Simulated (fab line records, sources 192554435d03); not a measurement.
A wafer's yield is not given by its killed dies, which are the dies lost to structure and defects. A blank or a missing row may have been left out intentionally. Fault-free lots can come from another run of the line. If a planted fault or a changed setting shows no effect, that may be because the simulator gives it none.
Chamber matching | flow n5 finfet | N5_BEOL_M7_ETCH_72 on rie diel-05 has 4 sister chambers
The step etches underlayer in N2/H2, target depth 6.5 nm, time 5.2 s. 8 wafers are shown with their chamber, then 8 later ones without.

== WAFERS, EACH WITH ITS CHAMBER ==
wafer  | chamber | drypump motor current A (A) | throttle valve pct (%)
L087.6 | 2       | 6.8                         | 17.52
L088.1 | 1       | 6.1                         | 17.67
L088.2 | 2       | 6.7                         | 17.53
L088.4 | 0       | 5.6                         | 17.84
L091.1 | 3       | 5.8                         | 17.47
L091.3 | 0       | 5.6                         | 17.84
L091.4 | 1       | 6.1                         | 17.69
L092.2 | 3       | 5.8                         | 17.52

== WAFERS WHOSE CHAMBER IS MISSING ==
wafer  | drypump motor current A (A) | throttle valve pct (%)
L092.4 | 6.8                         | 17.56
L092.6 | 5.8                         | 17.50
L094.2 | 5.6                         | 17.85
L094.3 | 5.8                         | 17.51
L094.5 | 5.6                         | 17.84
L097.2 | 5.6                         | 17.86
L097.3 | 6.7                         | 17.56
L097.6 | 5.6                         | 17.88

== CHAMBER TAKEN BY EACH ==
wafer  | from the rows above | in truth
L092.4 | 2                   | 2
L092.6 | 3                   | 3
L094.2 | 0                   | 0
L094.3 | 3                   | 3
L094.5 | 0                   | 0
L097.2 | 0                   | 0
L097.3 | 2                   | 2
L097.6 | 0                   | 0
Placed correctly: 8 of 8. From these rows, 0 cannot be placed. Wrongly placed: 0.
How it was worked out, from the rows above alone: a wafer's distance from a chamber is the root of the sum, over the readings, of the square of ((its reading less the chamber's mean) divided by the reading's scatter). If the next closest chamber is less than 2 further off than the closest, the wafer can't be placed; otherwise it belongs to the closest. The mean given for a chamber averages the wafers shown for that chamber. How the scatter is found: for the shown wafers, subtract from each reading the mean of its chamber, square and add these, divide the total by (wafers less chambers), then take the root.
